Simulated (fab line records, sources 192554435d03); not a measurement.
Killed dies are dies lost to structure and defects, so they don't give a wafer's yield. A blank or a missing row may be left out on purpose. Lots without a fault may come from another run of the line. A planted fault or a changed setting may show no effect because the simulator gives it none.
fab line records | flow n5_finfet
record lots=6 wafers=18 last_day=17
route steps=1938 shown BEOL_M0@745 BEOL_M1@751 BEOL_M4@1111
lots that met no fault: from a run of the same line without faults
start_h: hours from the record's first day to the start of the lot's first wafer shown | wait_h: hours since the lot's step before | " the same as in the row above | L1.1+2: a row that stands for several wafers | - no value, or no start given | * or withheld: withheld | < > ~ a bound
route shown NAME@n: a module of which the file shows steps, and the number in the route of the first | usual: mean/standard deviation of fault-free wafers | same: alike in all rows | chamber/n: place in a boat | sites: the reading at each site | _std_site: their standard deviation | _edge_site: outer sites' mean less inner sites' | radius_mm: how far each site lies from the wafer's centre | mask NAME#n: copy n | behind: the tool/chamber that last shaped the wafer | hold: why the lot was held/for how many hours/how that ended | device: the transistor (n, p or np) that didn't switch | end of line: the same wafers' tests at the end of the route | a step without rows: its recipe alone | killed: dies lost to structure and defects at the first sort, not the wafer's yield | map: a wafer's dies, x killed, . not, _ none there
set.NAME: the setting as run; set.NAME@STEP: as run at that earlier step | model.NAME: the simulator's own value behind a step, which no gauge read
lots at some steps of the route; a table a step, a row a wafer
services: from which hour (start_h, from the record's first day; less than 0 if before it) a tool's chamber was out of use, for how many hours, and why
## steps
# step N5_BEOL_M0_PRE_CLEAN_131
# recipe gas=NH3/H2 time_s=15 temp_c=* rf_power_w=300
# step N5_BEOL_M0_CO_CAP_123
# recipe material=Co target_thk_a=20 temp_c=200 precursor=CCTBA/H2 pressure_torr=30 time_s=102.1
# usual heater_power_w=244/28
# columns lot.wafer tool chamber start_h wait_h heater_power_w since_wet_clean_h
L535.2 cvd_co-02 2 146.34 0.0 245 447
L535.3 " 1 " " 199 10
L535.4 " 1 " " 199 -
L536.1 cvd_co-01 1 151.84 0.0 233 1131
L536.4 " 0 " " 264 -
L536.6 " 2 " " 293 -
L539.2 cvd_co-02 2 170.04 0.0 246 471
L539.4 " 1 " " 195 -
L539.5 " 2 " " 247 -
L550.2 cvd_co-01 1 233.89 0.0 237 1213
L550.3 " 1 " " 245 -
L550.6 " 2 " " 301 -
L552.2 cvd_co-02 0 246.54 0.0 238 1007
L552.4 " 2 " " 245 -
L552.5 " 0 " " 232 -
L554.3 cvd_co-02 1 255.39 0.0 199 119
L554.4 " 1 " " 199 -
L554.5 " 2 " " 245 -
# step N5_BEOL_M0_PRE_CLEAN_124
# recipe gas=NH3 time_s=15 temp_c=withheld rf_power_w=300
# step N5_BEOL_M0_DEP_125
# recipe material=SiCN target_thk_a=80 temp_c=withheld precursor=3MS/NH3 pressure_torr=3 rf_w=202 time_s=14
# usual showerhead_plenum_p_Torr=3.666/0.014 showerhead_vpp_V=896/46 throttle_valve_pct=9.0/0.42
# columns lot.wafer tool chamber start_h wait_h showerhead_plenum_p_Torr showerhead_vpp_V since_wet_clean_h throttle_valve_pct
L535.2 pecvd-01 1 146.46 0.0 3.632 890 1575 8.2
L535.3 " 0 " " 3.683 893 850 9.2
L535.4 " 0 " " 3.685 905 - 9.0
L536.1 pecvd-03 2 151.97 0.0 3.681 859 2125 8.9
L536.4 " 0 " " 3.683 943 - 9.2
L536.6 " 2 " " 3.670 863 - 8.7
L539.2 pecvd-01 1 170.15 0.0 3.633 884 1599 8.3
L539.4 " 2 " " 3.661 819 - 8.7
L539.5 " 1 " " 3.639 886 - 8.5
L550.2 pecvd-01 2 234.05 0.0 3.674 819 176 9.0
L550.3 " 1 " " 3.637 883 1663 8.1
L550.6 " 2 " " 3.669 816 - 8.8
L552.2 pecvd-03 2 246.67 0.0 3.674 858 15 8.7
L552.4 " 2 " " 3.659 872 - 8.5
L552.5 " 2 " " 3.666 839 - 8.7
L554.3 pecvd-02 2 255.51 0.0 3.671 927 353 8.9
L554.4 " 0 " " 3.673 825 - 9.2
L554.5 " 2 " " 3.664 907 - 9.1
# step N5_BEOL_M0_RS_MEAS_126
# recipe thk_meas_gauge=four-point-probe reads=Co_of_BEOL_M0_CO_CAP_123+Cu_of_BEOL_M0_ECD_118+Co_of_BEOL_M0_CVD_115+TaN_of_BEOL_M0_ALD_136
# usual M0_RS=0.529/0.015
# columns lot.wafer tool chamber start_h wait_h M0_RS[ohm/sq]
L535.2 film_metro-02 - 146.53 0.1 0.532
L535.3 " - " " 0.562
L535.4 " - " " 0.545
L536.1 film_metro-01 - 152.05 0.1 0.517
L536.4 " - " " 0.508
L536.6 " - " " 0.504
L539.2 film_metro-01 - 170.22 0.1 0.542
L539.4 " - " " 0.535
L539.5 " - " " 0.541
L550.2 film_metro-01 - 234.11 0.1 0.556
L550.3 " - " " 0.513
L550.6 " - " " 0.525
L552.2 film_metro-02 - 246.75 0.1 0.535
L552.4 " - " " 0.527
L552.5 " - " " 0.538
L554.3 film_metro-02 - 255.58 0.1 0.529
L554.4 " - " " 0.549
L554.5 " - " " 0.548
# step N5_BEOL_M0_INSPECT_127
# recipe inspect_instrument=darkfield mode=post_dep
# usual raw_defect_count=77/27
# columns lot.wafer tool chamber start_h wait_h raw_defect_count
L535.2 defect_inspect-02 - 146.55 0.0 45
L535.3 " - " " 50
L535.4 " - " " 42
L536.1 defect_inspect-01 - 152.08 0.0 87
L536.4 " - " " 105
L536.6 " - " " 79
L539.2 defect_inspect-01 - 170.25 0.0 99
L539.4 " - " " 128
L539.5 " - " " 100
L550.2 defect_inspect-02 - 234.14 0.0 33
L550.3 " - " " 42
L550.6 " - " " 35
L552.2 defect_inspect-02 - 246.78 0.0 72
L552.4 " - " " 51
L552.5 " - " " 59
L554.3 defect_inspect-02 - 255.60 0.0 53
L554.4 " - " " 65
L554.5 " - " " 56
# step N5_BEOL_M1_ILD_DEP_00
# recipe material=SiOC target_thk_a=790 temp_c=350 precursor=DEMS/O2 pressure_torr=5 rf_w=500 time_s=15.3
# step N5_BEOL_M1_THK_MEAS_01
# recipe reads=SiOC_of_BEOL_M1_ILD_DEP_00
# usual M1_ILD_THK=79.3/1.1
# columns lot.wafer tool chamber start_h wait_h M1_ILD_THK[nm]
L535.2 film_metro-02 - 146.66 0.1 80.3
L535.3 " - " " 78.6
L535.4 " - " " 79.9
L536.1 film_metro-02 - 152.18 0.0 78.1
L536.4 " - " " 79.2
L536.6 " - " " 79.4
L539.2 film_metro-01 - 170.35 0.1 78.9
L539.4 " - " " 78.8
L539.5 " - " " 79.7
L550.2 film_metro-01 - 234.24 0.1 79.0
L550.3 " - " " 76.7
L550.6 " - " " 79.8
L552.2 film_metro-01 - 246.90 0.1 78.4
L552.4 " - " " 79.4
L552.5 " - " " 78.4
L554.3 film_metro-01 - 255.72 0.1 79.2
L554.4 " - " " 80.0
L554.5 " - " " 79.9
# step N5_BEOL_M1_PECVD_72
# recipe material=SiO2 target_thk_a=160 temp_c=400 precursor=TEOS/O2 pressure_torr=5.5 rf_w=450 teos_flow_sccm=53.8 gas=O2 flow_sccm=3000 time_s=18
# usual heater_power_w=700/78 showerhead_plenum_p_Torr=8.78/0.033 showerhead_vpp_V=1351/79 throttle_valve_pct=22.9/1.1
# columns lot.wafer tool chamber start_h wait_h heater_power_w showerhead_plenum_p_Torr showerhead_vpp_V since_wet_clean_h throttle_valve_pct
L535.2 pecvd-04 1 146.69 0.0 672 8.77 1468 1938 24.4
L535.3 " 2 " " 758 8.77 1275 459 21.2
L535.4 " 2 " " 733 8.79 1297 - 21.6
L536.1 pecvd-02 0 152.22 0.0 716 8.80 1238 1037 23.5
L536.4 " 2 " " 502 8.77 1397 - 22.1
L536.6 " 1 " " 662 8.80 1426 - 24.1
L539.2 pecvd-03 0 170.39 0.0 733 8.90 1405 693 23.0
L539.4 " 2 " " 766 8.81 1281 - 22.2
L539.5 " 0 " " 715 8.87 1406 - 22.8
L550.2 pecvd-04 2 234.28 0.0 705 8.81 1280 547 21.5
L550.3 " 0 " " 701 8.74 1318 1301 23.5
L550.6 " 0 " " 697 8.74 1274 - 23.7
L552.2 pecvd-04 1 246.93 0.0 653 8.75 1476 2038 24.3
L552.4 " 1 " " 657 8.78 1436 - 24.3
L552.5 " 0 " " 676 8.73 1311 - 23.5
L554.3 pecvd-04 2 255.76 0.0 761 8.81 1287 568 21.5
L554.4 " 0 " " 775 8.78 1310 - 23.2
L554.5 " 1 " " 619 8.77 1477 - 24.4
# step N5_BEOL_M1_HM_DEP_02
# recipe material=TiN target_thk_a=200 temp_c=25 chamber_pressure_pa=0.49996
# usual throttle_valve_pct=29.9/1.1
# columns lot.wafer tool chamber start_h wait_h throttle_valve_pct
L535.2 pvd_sputter-02 - 148.30 1.6 28.6
L535.3 " - " " 28.6
L535.4 " - " " 30.7
L536.1 pvd_sputter-01 - 152.91 0.7 27.8
L536.4 " - " " 30.3
L536.6 " - " " 27.9
L539.2 pvd_sputter-02 - 171.23 0.8 30.9
L539.4 " - " " 28.6
L539.5 " - " " 30.7
L550.2 pvd_sputter-03 - 236.70 2.4 29.8
L550.3 " - " " 29.8
L550.6 " - " " 29.8
L552.2 pvd_sputter-01 - 248.36 1.4 31.6
L552.4 " - " " 29.9
L552.5 " - " " 30.1
L554.3 pvd_sputter-02 - 259.25 3.5 30.4
L554.4 " - " " 28.9
L554.5 " - " " 30.9
# step N5_BEOL_M1_COAT_61
# recipe resist=SOC temp_c=250 time_s=60 spin_rpm=1500 resist_thk_nm=60
# step N5_BEOL_M1_COAT_62
# recipe resist=SiARC temp_c=220 time_s=60 spin_rpm=1500 resist_thk_nm=12
# step N5_BEOL_M1_COAT_73
# recipe resist=underlayer temp_c=205 time_s=60 spin_rpm=1500 resist_thk_nm=5
# usual chill_plate_temp_C=23.00/0.11 exhaust_pa=45.0/0.85 spin_speed_rpm=1500.0/1.1
# columns lot.wafer tool chamber start_h wait_h chill_plate_temp_C exhaust_pa spin_speed_rpm
L535.2 litho_track-01 0 148.43 - 23.18 44.2 1500.7
L535.3 " 0 " " 23.05 43.4 1498.8
L535.4 " 0 " " 23.06 45.3 1500.2
L536.1 litho_track-02 0 153.04 - 22.91 46.7 1432.7
L536.4 " 0 " " 22.94 45.0 1432.5
L536.6 " 0 " " 22.78 45.0 1432.4
L539.2 litho_track-02 0 171.37 - 23.04 46.2 1434.0
L539.4 " 0 " " 22.85 45.8 1434.2
L539.5 " 0 " " 22.88 45.7 1432.3
L550.2 litho_track-01 0 236.83 - 22.92 45.6 1501.6
L550.3 " 0 " " 22.78 44.8 1498.7
L550.6 " 0 " " 22.84 44.8 1500.0
L552.2 litho_track-03 0 248.49 - 23.07 44.9 1498.8
L552.4 " 0 " " 22.97 44.9 1496.8
L552.5 " 0 " " 22.91 46.1 1497.6
L554.3 litho_track-02 0 259.38 - 22.99 45.0 1499.0
L554.4 " 0 " " 23.13 45.2 1498.2
L554.5 " 0 " " 23.11 45.0 1499.7
# step N5_BEOL_M1_COAT_05
# recipe resist=CAR-EUV spin_rpm=1500 resist_thk_nm=30
# step N5_BEOL_M1_EBR_07
# recipe solvent=PGMEA ebr_width_mm=1.5
# step N5_BEOL_M1_SOFTBAKE_06
# recipe temp_c=110 time_s=60 resist=CAR-EUV
# step N5_BEOL_M1_EXPOSE_08
# recipe mask_id=M1 na=0.33 source_shape=dipole sigma_inner=0.369 sigma_outer=0.767 polarization=unpolarized dose_mj=33
# step N5_BEOL_M1_PEB_09
# recipe peb_temp_c=100 peb_time_s=60 resist=CAR-EUV
# step N5_BEOL_M1_DEVELOP_10
# recipe develop_time_s=30 developer=TMAH resist=CAR-EUV rinse_liquid=surfactant_rinse dry=air_spin dev_temp_c=23
# step N5_BEOL_M1_CD_MEAS_11
# recipe target_cd_nm=17.05 landing_energy_ev=500 detector=se_inlens polarity=opening
# usual cd_nm=17.01/0.24
# columns lot.wafer tool chamber start_h wait_h cd_nm
L535.2 cd_sem-02 0 148.82 - 17.55
L535.3 " 0 " " 17.15
L535.4 " 0 " " 17.31
L536.1 cd_sem-03 0 153.29 - 17.01
L536.4 " 0 " " 16.83
L536.6 " 0 " " 16.95
L539.2 cd_sem-02 0 171.75 - 17.12
L539.4 " 0 " " 17.08
L539.5 " 0 " " 16.71
L550.2 cd_sem-03 0 237.09 - 16.81
L550.3 " 0 " " 16.90
L550.6 " 0 " " 16.71
L552.2 cd_sem-01 0 248.87 - 17.18
L552.4 " 0 " " 17.62
L552.5 " 0 " " 16.99
L554.3 cd_sem-03 0 259.64 - 16.92
L554.4 " 0 " " 17.29
L554.5 " 0 " " 17.22
# step N5_BEOL_M1_OVL_MEAS_12
# recipe points_per_wafer=522
# usual M1_OVL=0.1/0.75
# columns lot.wafer tool chamber start_h wait_h M1_OVL[nm]
L535.2 overlay-02 0 148.86 0.0 -0.6
L535.3 " 0 " " -0.1
L535.4 " 0 " " -0.6
L536.1 overlay-02 0 153.32 0.0 -1.2
L536.4 " 0 " " 0.1
L536.6 " 0 " " -0.6
L539.2 overlay-01 0 171.78 0.0 -1.3
L539.4 " 0 " " -0.3
L539.5 " 0 " " 0.3
L550.2 overlay-02 0 237.12 0.0 -0.7
L550.3 " 0 " " 0.4
L550.6 " 0 " " 0.3
L552.2 overlay-01 0 248.91 0.0 0.1
L552.4 " 0 " " 0.7
L552.5 " 0 " " -0.3
L554.3 overlay-01 0 259.68 0.0 0.6
L554.4 " 0 " " 1.0
L554.5 " 0 " " 0.3
# step N5_BEOL_M1_INSPECT_13
# recipe mode=adi inspect_instrument=brightfield
# usual raw_defect_count=437/110
# columns lot.wafer tool chamber start_h wait_h raw_defect_count
L535.2 defect_inspect-02 - 148.92 0.1 219
L535.3 " - " " 322
L535.4 " - " " 291
L536.1 defect_inspect-02 - 153.38 0.1 422
L536.4 " - " " 466
L536.6 " - " " 489
L539.2 defect_inspect-02 - 171.84 0.0 377
L539.4 " - " " 335
L539.5 " - " " 477
L550.2 defect_inspect-01 - 237.18 0.0 356
L550.3 " - " " 382
L550.6 " - " " 318
L552.2 defect_inspect-01 - 248.96 0.0 348
L552.4 " - " " 387
L552.5 " - " " 317
L554.3 defect_inspect-02 - 259.72 0.0 325
L554.4 " - " " 448
L554.5 " - " " 477
# step N5_BEOL_M1_DESCUM_16
# recipe chemistry=O2 time_s=7 source_power_w=50 bias_power_w=20 pressure_mtorr=20 rf_frequency_hz=2.712e+07 temp_c=40 resist=CAR-EUV o2_flow_sccm=225
# usual drypump_motor_current_A=5.9/0.37 oes_product_au=0.79/0.085 rf_vpp_V=243.5/1.4 showerhead_plenum_p_Torr=2.11/0.081 throttle_valve_pct=20.46/0.23
# columns lot.wafer tool chamber start_h wait_h drypump_motor_current_A oes_product_au rf_hours_counter_h rf_vpp_V showerhead_plenum_p_Torr throttle_valve_pct
L535.2 rie_diel-06 3 148.96 0.0 6.5 0.73 193 245.9 2.19 20.70
L535.3 " 0 " " 5.6 0.77 166 243.3 2.09 20.52
L535.4 " 1 " " 6.0 0.74 138 246.0 2.21 20.62
L536.1 rie_diel-06 1 153.42 0.0 6.0 0.74 140 244.9 2.21 20.62
L536.4 " 0 " " 5.6 0.76 168 242.7 2.09 20.54
L536.6 " 1 " " 6.0 0.73 - 244.9 2.21 20.63
L539.2 rie_diel-02 1 171.87 0.0 6.3 0.95 17 242.7 2.04 20.09
L539.4 " 0 " " 5.6 0.71 219 241.5 1.99 20.30
L539.5 " 0 " " 5.6 0.71 - 241.2 1.99 20.28
L550.2 rie_diel-01 3 237.57 0.4 6.2 0.80 74 244.3 2.20 20.36
L550.3 " 0 " " 5.1 0.86 52 242.8 2.02 20.28
L550.6 " 2 " " 5.6 0.73 - 244.2 2.16 20.45
L552.2 rie_diel-06 3 249.00 0.0 6.4 0.70 225 245.0 2.18 20.73
L552.4 " 3 " " 6.4 0.69 - 243.6 2.18 20.73
L552.5 " 2 " " 5.9 0.77 - 244.2 2.18 20.46
L554.3 rie_diel-06 1 259.76 0.0 6.0 0.71 172 245.4 2.20 20.67
L554.4 " 1 " " 6.0 0.71 - 243.6 2.20 20.66
L554.5 " 3 " " 6.4 0.71 - 245.0 2.18 20.75
# step N5_BEOL_M1_ETCH_74
# recipe chemistry=N2/H2 target=underlayer target_depth_a=65 mask_material=CAR-EUV time_s=5.2 ion_energy_ev=200 pressure_mtorr=30 source_w=840 bias_w=150 n2_flow_sccm=200 h2_flow_sccm=200 ends=cleared
# usual bias_w=150.0/0.42 drypump_motor_current_A=5.9/0.38 etch_rf_on_time_s=5.16/0.12 oes_product_au=0.67/0.076 rf_vpp_V=524.5/2.8 showerhead_plenum_p_Torr=2.56/0.096 throttle_valve_pct=17.86/0.25
# columns lot.wafer tool chamber start_h wait_h bias_w drypump_motor_current_A etch_rf_on_time_s oes_product_au rf_hours_counter_h rf_vpp_V showerhead_plenum_p_Torr throttle_valve_pct model.etch.depth_nm
L535.2 rie_diel-06 3 148.99 0.0 149.9 6.5 5.21 0.62 193 525.9 2.60 17.71 5.018
L535.3 " 0 " " 150.2 5.6 5.25 0.64 166 524.1 2.53 17.93 5.018
L535.4 " 1 " " 149.4 6.0 5.25 0.63 138 528.1 2.64 17.85 5.013
L536.1 rie_diel-06 1 153.45 0.0 150.7 6.1 5.35 0.63 140 528.9 2.64 17.84 5.123
L536.4 " 0 " " 150.1 5.6 5.31 0.64 168 522.0 2.53 17.96 5.103
L536.6 " 1 " " 150.2 6.0 5.40 0.62 - 527.0 2.64 17.86 5.121
L539.2 rie_diel-02 1 171.91 0.0 149.8 6.4 5.12 0.81 17 519.9 2.49 17.52 5.107
L539.4 " 0 " " 149.9 5.6 5.37 0.60 219 521.1 2.40 17.56 5.127
L539.5 " 0 " " 149.7 5.6 5.42 0.61 - 520.9 2.40 17.59 5.118
L550.2 rie_diel-01 3 237.60 0.0 149.8 6.2 5.30 0.68 74 527.2 2.69 17.99 5.007
L550.3 " 0 " " 150.1 5.1 4.97 0.75 52 524.0 2.47 17.73 5.006
L550.6 " 2 " " 150.0 5.6 5.37 0.60 - 527.6 2.64 18.05 5.019
L552.2 rie_diel-06 3 249.03 0.0 150.1 6.5 5.20 0.60 225 525.2 2.59 17.77 4.996
L552.4 " 3 " " 150.1 6.5 5.18 0.60 - 525.9 2.59 17.75 4.988
L552.5 " 2 " " 150.1 5.9 5.18 0.66 - 525.6 2.68 18.03 4.985
L554.3 rie_diel-06 1 259.79 0.0 150.1 6.0 5.29 0.60 172 526.7 2.63 17.89 5.008
L554.4 " 1 " " 150.1 6.0 5.24 0.60 - 527.6 2.63 17.91 4.994
L554.5 " 3 " " 150.3 6.5 5.25 0.59 - 525.5 2.59 17.79 5.002
# step N5_BEOL_M1_ETCH_63
# recipe chemistry=CF4 target=SiARC target_depth_a=156 mask_material=CAR-EUV time_s=26 ion_energy_ev=80 pressure_mtorr=40 source_w=545 bias_w=36 Ar_flow_sccm=100 cf4_flow_sccm=100 ends=cleared
# step N5_BEOL_M4_RC_MEAS_101
# usual DIBL_N=36.3/1.7 DIBL_P=36.3/2.2 IOFF_N=0.16/0.034 IOFF_P=0.21/0.038 ION_N=673/13 ION_P=461/8.3 SS_N=71.5/0.55 SS_P=73.3/0.67 VT_N=250/3.4 VT_P=-251/3.5
# columns lot.wafer tool chamber start_h wait_h DIBL_N[mV/V] DIBL_P[mV/V] IOFF_N[nA/um] IOFF_P[nA/um] ION_N[uA/um] ION_P[uA/um] SS_N[mV/dec] SS_P[mV/dec] VT_N[mV] VT_P[mV]
L535.2 prober-01 0 193.66 0.2 34.7 37.1 0.19 0.21 706 471 71.4 72.9 243 -251
L535.3 " 0 " " 37.4 39.9 0.22 0.24 691 471 71.9 73.9 242 -248
L535.4 " 0 " " 36.5 38.2 0.20 0.21 671 452 72.1 73.6 245 -250
L536.1 prober-01 0 205.01 0.0 40.0 40.5 0.25 0.30 706 481 72.2 73.9 244 -242
L536.4 " 0 " " 37.2 36.4 0.17 0.22 658 456 72.2 73.6 251 -249
L536.6 " 0 " " 37.2 37.0 0.18 0.22 684 467 71.8 73.7 250 -251
L539.2 prober-01 0 210.74 0.2 35.1 36.1 0.12 0.19 662 461 72.3 73.7 257 -251
L539.4 " 0 " " 39.4 40.4 0.19 0.25 649 452 72.5 74.2 250 -247
L539.5 " 0 " " 36.2 37.3 0.13 0.21 639 450 72.4 73.1 254 -249
L550.2 prober-01 0 286.85 0.2 36.5 37.7 0.17 0.22 694 472 71.8 73.9 252 -249
L550.3 " 0 " " 34.3 35.5 0.14 0.19 678 465 70.9 73.1 251 -251
L550.6 " 0 " " 34.6 35.0 0.14 0.19 677 464 71.6 73.2 252 -251
L552.2 prober-01 0 290.41 0.2 37.0 37.6 0.17 0.24 679 472 70.7 73.2 247 -247
L552.4 " 0 " " 36.1 34.8 0.14 0.20 674 468 70.3 73.0 251 -249
L552.5 " 0 " " 39.0 39.2 0.19 0.29 692 484 71.8 73.2 250 -244
L554.3 prober-02 0 297.27 0.3 36.1 36.6 0.15 0.19 679 466 71.0 73.1 251 -254
L554.4 " 0 " " 38.2 39.3 0.19 0.23 681 462 71.0 73.7 249 -252
L554.5 " 0 " " 35.2 33.9 0.13 0.16 653 449 71.6 73.1 252 -255
## services
# columns tool chamber start_h hours kind
pecvd-01 2 123.12 15.9 repair
pecvd-03 - 134.59 1.1 repair
rie_diel-01 3 135.36 4.7 repair
rie_diel-01 0 137.90 2.9 repair
pvd_sputter-03 - 143.41 1.6 repair
pecvd-03 1 147.00 5.5 scheduled_down
rie_diel-02 1 157.42 4.3 repair
litho_track-01 - 167.90 - consumable_replace:filter
pecvd-03 2 178.61 11.9 repair
rie_diel-01 1 186.73 2.2 repair
rie_diel-02 3 191.24 - clean
rie_diel-02 3 191.24 - consumable_replace:focus_ring
pecvd-03 2 202.38 - clean
pecvd-03 2 202.38 - consumable_replace:showerhead
pecvd-03 2 202.38 29.0 scheduled_down
pecvd-03 2 202.38 29.0 vent_cycle
rie_diel-01 3 210.45 5.0 repair
pecvd-01 2 227.31 2.1 scheduled_down
cvd_co-01 0 229.96 8.2 repair
pecvd-03 0 237.48 20.3 repair
rie_diel-06 0 241.54 35.5 repair
pecvd-02 - 243.66 2.5 repair
pecvd-02 - 250.95 1.2 repair
pecvd-01 0 254.55 5.5 scheduled_down
## key
first_sign step=N5_BEOL_M1_COAT_73 reading=spin_speed_rpm direction=down sigmas=62 usual=* struck=*
effect none on later readings
model_effect step=N5_BEOL_M1_ETCH_74 value=etch.depth_nm without=5.001 struck=5.116
met_at N5_BEOL_M1_COAT_73
struck_wafers L536.1,L536.4,L536.6,L539.2,L539.4,L539.5
fault kind=process_parameter_drift tool=litho_track-02 chamber=- onset_h=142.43 steps=N5_BEOL_M1_COAT_73 channel=spin_rpm offset=* shape=step end_h=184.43 acts_in=* stated=*
